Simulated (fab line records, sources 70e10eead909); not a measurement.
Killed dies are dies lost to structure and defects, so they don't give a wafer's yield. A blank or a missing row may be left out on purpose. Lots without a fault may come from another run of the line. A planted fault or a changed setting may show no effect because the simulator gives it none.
fab line records | flow nand_harc
record lots=14 wafers=42 last_day=23
route steps=1159 shown A_CONTACT@948 A_BLC@972 END@1159
lots that met no fault: from a run of the same line without faults
start_h: hours from the record's first day to the start of the lot's first wafer shown | wait_h: hours since the lot's step before | " the same as in the row above | L1.1+2: a row that stands for several wafers | - no value, or no start given | * or withheld: withheld | < > ~ a bound
route shown NAME@n: a module of which the file shows steps, and the number in the route of the first | usual: mean/standard deviation of fault-free wafers | same: alike in all rows | chamber/n: place in a boat | sites: the reading at each site | _std_site: their standard deviation | _edge_site: outer sites' mean less inner sites' | radius_mm: how far each site lies from the wafer's centre | mask NAME#n: copy n | behind: the tool/chamber that last shaped the wafer | hold: why the lot was held/for how many hours/how that ended | device: the transistor (n, p or np) that didn't switch | end of line: the same wafers' tests at the end of the route | a step without rows: its recipe alone | killed: dies lost to structure and defects at the first sort, not the wafer's yield | map: a wafer's dies, x killed, . not, _ none there
set.NAME: the setting as run; set.NAME@STEP: as run at that earlier step | model.NAME: the simulator's own value behind a step, which no gauge read
steps of the route over a sample of lots; a table a step, a row a wafer
services: from which hour (start_h, from the record's first day; less than 0 if before it) a tool's chamber was out of use, for how many hours, and why
## steps
# step NHARC_A_CONTACT_ETCH_139
# recipe source_w=withheld pressure_mtorr=20 bias_v=400 time_s=137 target_depth_a=5900 ar_flow_sccm=withheld c4f8_flow_sccm=11.5 o2_flow_sccm=7.2 chemistry=C4F8/O2/Ar
# same time_s=137
# columns lot.wafer tool chamber start_h wait_h rf_hours_counter_h
L424.1 har_cap_etch-01 1 381.70 0.1 58
L424.4 " 1 " " -
L424.5 " 1 " " -
L423.1 har_cap_etch-01 0 386.77 0.1 59
L423.2 " 1 " " 59
L423.5 " 1 " " -
L426.2 har_cap_etch-01 1 399.77 0.1 63
L426.4 " 1 " " -
L426.6 " 0 " " -
L428.2 har_cap_etch-02 1 404.53 0.1 15
L428.5 " 0 " " -
L428.6 " 1 " " -
L425.1 har_cap_etch-01 1 405.07 0.1 63
L425.4 " 0 " " -
L425.6 " 1 " " -
L431.1 har_cap_etch-01 1 435.79 0.1 66
L431.5 " 0 " " -
L431.6 " 1 " " -
L430.2 har_cap_etch-03 1 436.33 0.2 93
L430.6 " 0 " " -
L430.5 " 1 " " -
L433.1 har_cap_etch-01 1 441.02 0.1 67
L433.4 " 0 " " -
L433.3 " 1 " " -
L432.2 har_cap_etch-03 1 444.92 0.1 94
L432.1 " 0 " " 94
L432.3 " 0 " " -
L434.4 har_cap_etch-02 1 465.37 0.1 -
L434.6 " 1 " " -
L434.5 " 0 " " -
L440.1 har_cap_etch-03 0 475.66 0.2 100
L440.3 " 0 " " -
L440.5 " 1 " " -
L439.4 har_cap_etch-01 1 476.31 0.1 -
L439.5 " 1 " " -
L439.6 " 0 " " -
L438.1 har_cap_etch-03 0 478.68 0.2 101
L438.3 " 1 " " -
L438.6 " 1 " " -
L442.2 har_cap_etch-02 1 493.22 0.1 30
L442.1 " 0 " " 30
L442.6 " 1 " " -
# step NHARC_A_CONTACT_INSPECT_23
# usual raw_defect_count=411/110
# columns lot.wafer tool chamber start_h wait_h raw_defect_count
L424.1 defect_inspect-02 - 393.60 0.1 466
L424.4 " - " " 580
L424.5 " - " " 427
L423.1 defect_inspect-01 - 395.44 0.1 465
L423.2 " - " " 461
L423.5 " - " " 501
L426.2 defect_inspect-02 - 402.81 0.1 319
L426.4 " - " " 278
L426.6 " - " " 355
L428.2 defect_inspect-02 - 407.82 0.1 368
L428.5 " - " " 377
L428.6 " - " " 403
L425.1 defect_inspect-02 - 412.28 0.1 497
L425.4 " - " " 423
L425.6 " - " " 751
L431.1 defect_inspect-02 - 441.80 0.1 484
L431.5 " - " " 288
L431.6 " - " " 352
L430.2 defect_inspect-01 - 443.08 0.1 689
L430.5 " - " " 395
L430.6 " - " " 378
L433.1 defect_inspect-01 - 444.99 0.1 310
L433.3 " - " " 275
L433.4 " - " " 239
L432.1 defect_inspect-02 - 451.23 0.1 298
L432.2 " - " " 461
L432.3 " - " " 342
L434.4 defect_inspect-01 - 469.10 0.1 521
L434.5 " - " " 630
L434.6 " - " " 492
L439.4 defect_inspect-02 - 481.59 0.1 436
L439.5 " - " " 320
L439.6 " - " " 252
L440.1 defect_inspect-02 - 482.35 0.1 378
L440.3 " - " " 537
L440.5 " - " " 309
L438.1 defect_inspect-02 - 483.89 0.1 461
L438.3 " - " " 520
L438.6 " - " " 424
L442.1 defect_inspect-02 - 501.29 0.1 372
L442.2 " - " " 555
L442.6 " - " " 477
# step NHARC_A_BLC_PEB_08
# recipe peb_temp_c=100 peb_time_s=65
# usual exhaust_pa=45.2/0.83
# columns lot.wafer tool chamber start_h wait_h exhaust_pa
L424.1 litho_track-01 0 394.03 0.1 44.5
L424.4 " 0 " " 44.2
L424.5 " 0 " " 44.4
L423.1 litho_track-01 0 395.86 0.1 45.4
L423.2 " 0 " " 44.4
L423.5 " 0 " " 43.8
L426.2 litho_track-01 0 403.24 0.1 45.0
L426.4 " 0 " " 46.5
L426.6 " 0 " " 43.7
L428.2 litho_track-04 0 408.25 0.1 46.3
L428.5 " 0 " " 44.9
L428.6 " 0 " " 45.3
L425.1 litho_track-04 0 412.58 0.1 45.7
L425.4 " 0 " " 43.9
L425.6 " 0 " " 45.6
L431.1 litho_track-06 0 442.23 0.1 45.0
L431.5 " 0 " " 45.1
L431.6 " 0 " " 44.4
L430.2 litho_track-04 0 443.51 0.1 46.1
L430.5 " 0 " " 45.6
L430.6 " 0 " " 45.3
L433.1 litho_track-06 0 445.42 0.1 44.9
L433.3 " 0 " " 45.6
L433.4 " 0 " " 44.2
L432.1 litho_track-01 0 451.65 0.1 44.7
L432.2 " 0 " " 46.0
L432.3 " 0 " " 46.3
L434.4 litho_track-04 0 469.53 0.0 44.1
L434.5 " 0 " " 44.2
L434.6 " 0 " " 44.0
L439.4 litho_track-06 0 481.90 0.0 45.9
L439.5 " 0 " " 45.3
L439.6 " 0 " " 45.0
L440.1 litho_track-06 0 482.78 0.1 46.1
L440.3 " 0 " " 45.5
L440.5 " 0 " " 45.8
L438.1 litho_track-01 0 484.31 0.1 43.9
L438.3 " 0 " " 45.9
L438.6 " 0 " " 47.0
L442.1 litho_track-01 0 501.72 0.1 45.0
L442.2 " 0 " " 45.6
L442.6 " 0 " " 45.7
# step NHARC_A_BLC_CD_MEAS_10
# recipe target_cd_nm=100 landing_energy_ev=500
# usual cd_nm=99.9/0.45
# columns lot.wafer tool chamber start_h wait_h cd_nm
L424.1 cd_sem-01 0 394.11 - 100.6
L424.4 " 0 " " 99.4
L424.5 " 0 " " 100.3
L423.1 cd_sem-03 0 395.94 - 100.0
L423.2 " 0 " " 99.3
L423.5 " 0 " " 100.2
L426.2 cd_sem-02 0 403.32 - 100.1
L426.4 " 0 " " 100.0
L426.6 " 0 " " 99.7
L428.2 cd_sem-02 0 408.33 - 99.6
L428.5 " 0 " " 99.9
L428.6 " 0 " " 99.4
L425.1 cd_sem-02 0 412.66 - 100.3
L425.4 " 0 " " 99.6
L425.6 " 0 " " 99.5
L431.1 cd_sem-02 0 442.31 - 100.1
L431.5 " 0 " " 99.9
L431.6 " 0 " " 99.9
L430.2 cd_sem-03 0 443.59 - 100.7
L430.5 " 0 " " 100.5
L430.6 " 0 " " 99.6
L433.1 cd_sem-03 0 445.50 - 99.3
L433.3 " 0 " " 99.5
L433.4 " 0 " " 99.3
L432.1 cd_sem-01 0 451.73 - 100.6
L432.2 " 0 " " 100.1
L432.3 " 0 " " 99.9
L434.4 cd_sem-02 0 469.61 - 100.0
L434.5 " 0 " " 99.3
L434.6 " 0 " " 99.6
L439.4 cd_sem-02 0 481.98 - 99.6
L439.5 " 0 " " 99.2
L439.6 " 0 " " 99.4
L440.1 cd_sem-01 0 482.86 - 100.3
L440.3 " 0 " " 99.7
L440.5 " 0 " " 100.1
L438.1 cd_sem-03 0 484.39 - 107.0
L438.3 " 0 " " 107.2
L438.6 " 0 " " 106.9
L442.1 cd_sem-03 0 501.80 - 107.0
L442.2 " 0 " " 107.4
L442.6 " 0 " " 107.6
# step NHARC_A_BLC_OVL_MEAS_11
# usual overlay_x_nm=0.1/0.99 overlay_y_nm=-0.2/0.72
# columns lot.wafer tool chamber start_h wait_h overlay_x_nm overlay_y_nm
L424.1 overlay-02 - 394.20 - 1.2 0.3
L424.4 " - " " 1.3 0.3
L424.5 " - " " 1.4 0.3
L423.1 overlay-01 - 396.03 - 0.7 -0.3
L423.2 " - " " 0.8 -0.2
L423.5 " - " " 0.6 0.1
L426.2 overlay-01 - 403.40 - -0.7 -0.1
L426.4 " - " " -1.0 0.2
L426.6 " - " " -0.6 0.2
L428.2 overlay-01 - 408.42 - 0.9 1.0
L428.5 " - " " 0.3 0.6
L428.6 " - " " 0.5 0.1
L425.1 overlay-01 - 412.75 - 1.0 -1.3
L425.4 " - " " 1.1 -1.1
L425.6 " - " " 0.4 -1.1
L431.1 overlay-01 - 442.40 - 1.1 -0.6
L431.5 " - " " 1.0 -1.0
L431.6 " - " " 1.1 -0.7
L430.2 overlay-01 - 443.67 - -1.2 -1.0
L430.5 " - " " -1.0 -1.5
L430.6 " - " " -0.8 -1.2
L433.1 overlay-01 - 445.59 - 0.3 0.3
L433.3 " - " " -0.1 0.6
L433.4 " - " " 0.4 0.7
L432.1 overlay-02 - 451.82 - -0.6 0.0
L432.2 " - " " -0.6 0.6
L432.3 " - " " -0.8 -0.1
L434.4 overlay-01 - 469.70 - -0.6 -0.3
L434.5 " - " " -0.2 -0.5
L434.6 " - " " 0.1 -1.2
L439.4 overlay-02 - 482.06 - -0.2 -0.7
L439.5 " - " " 0.4 -0.3
L439.6 " - " " 0.0 -0.3
L440.1 overlay-02 - 482.95 - -1.6 -0.3
L440.3 " - " " -1.8 -0.4
L440.5 " - " " -2.3 -0.5
L438.1 overlay-01 - 484.48 - -0.1 -1.4
L438.3 " - " " 0.2 -1.6
L438.6 " - " " -0.1 -0.8
L442.1 overlay-02 - 501.89 - 0.5 0.4
L442.2 " - " " -0.3 0.3
L442.6 " - " " -0.3 -0.2
# step NHARC_END_SORT_01
# recipe temp_c=25
# usual killed_at_array=26/8.6 killed_at_other=0.7/0.97 killed_at_periphery=3.2/2.2 killed_dies=30/8.9 killed_open=3.1/1.8 killed_short=2.2/1.8
# same gross_dies=677
# columns lot.wafer tool chamber start_h wait_h killed_at_array killed_at_other killed_at_periphery killed_dies killed_open killed_short
L431.1 prober-01 0 489.85 2.5 26 0 2 28 4 5
L431.5 prober-01 0 493.07 3.7 27 1 5 33 5 4
L431.6 prober-01 0 493.87 4.0 24 1 3 28 4 3
L438.3 prober-01 0 542.09 3.1 26 0 3 29 3 1
L438.6 prober-01 0 544.46 4.0 22 1 6 29 5 1
L442.1 prober-01 0 548.27 2.5 30 0 4 34 3 2
# killed by level:class
L431.1 A_CHANNEL_HOLE_D1:chamber_film_flake=11 A_STAIRCASE:chamber_film_flake=3 A_WL_FILL:geometric_particle:short=2 A_CONTACT:geometric_particle:open=2 P_GATE:chamber_film_flake=2 A_CONTACT:chamber_film_flake=2 A_CHANNEL_HOLE_D1:geometric_particle:short=1 A_CHANNEL_HOLE_D1:geometric_particle:open=1
L431.5 A_CHANNEL_HOLE_D1:chamber_film_flake=16 A_STAIRCASE:chamber_film_flake=3 P_CONTACT:geometric_particle:open=2 A_ONON_D1:geometric_particle:short=2 P_GATE:chamber_film_flake=2 A_CONTACT:chamber_film_flake=2 P_M0:geometric_particle:short=1 A_CHANNEL_FILL_D1:geometric_particle:short=1
L431.6 A_CHANNEL_HOLE_D1:chamber_film_flake=16 A_CONTACT:geometric_particle:open=2 A_ZERO_WELL:chamber_film_flake=2 P_CONTACT:geometric_particle:open=1 P_CONTACT:geometric_particle:short=1 A_CHANNEL_FILL_D1:geometric_particle:short=1 A_CHANNEL_FILL_D1:geometric_particle:open=1 A_SGD_CUT:geometric_particle:short=1
L438.3 A_CHANNEL_HOLE_D1:chamber_film_flake=19 A_CONTACT:chamber_film_flake=4 P_ZERO_WELL:geometric_particle:open=1 P_GATE:geometric_particle:open=1 P_CONTACT:geometric_particle:open=1 A_WL_FILL:geometric_particle:short=1 A_STAIRCASE:chamber_film_flake=1 A_BLC:area_peb=1
L438.6 A_CHANNEL_HOLE_D1:chamber_film_flake=12 A_CONTACT:chamber_film_flake=6 P_GATE:geometric_particle:open=3 A_BLC:area_peb=2 P_M0:geometric_particle:open=1 A_ONON_D1:geometric_particle:short=1 A_CHANNEL_FILL_D1:geometric_particle:open=1 P_STI:chamber_film_flake=1
L442.1 A_CHANNEL_HOLE_D1:chamber_film_flake=22 P_GATE:chamber_film_flake=2 A_CONTACT:chamber_film_flake=2 P_STI:geometric_particle:short=1 P_GATE:geometric_particle:short=1 A_ONON_D1:geometric_particle:open=1 A_CONTACT:geometric_particle:open=1 A_M0:geometric_particle:open=1
## services
# columns tool chamber start_h hours kind
har_cap_etch-01 - 364.05 0.2 repair
litho_track-04 - 420.93 - consumable_replace:filter
litho_track-01 - 443.00 7.0 pm
litho_track-06 - 467.00 7.0 pm
litho_track-04 - 491.00 7.0 pm
## key
first_sign step=NHARC_A_BLC_CD_MEAS_10 reading=cd_nm direction=up sigmas=16 usual=99.9 struck=107.2
effect none on later readings
met_at NHARC_A_BLC_PEB_08
struck_lots L438,L442
tester_left_out L438,L442
not_acting_at NHARC_A_CONTACT_ETCH_139,NHARC_A_CONTACT_INSPECT_23,NHARC_A_BLC_OVL_MEAS_11
onset_between 451.65 484.31
also_fits time
fault kind=process_parameter_drift tool=litho_track-01 chamber=- onset_h=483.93 steps=NHARC_A_BLC_PEB_08 channel=peb_time_s offset=* shape=step end_h=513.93 acts_in=* stated=*
# tester_left_out: of these lots the tester's yield and bins aren't shown, on N5 and GAA mostly nor the transistor test; their killed dies are dies lost to structure and defects alone, not to doping, threshold or leakage, so they don't give the yield
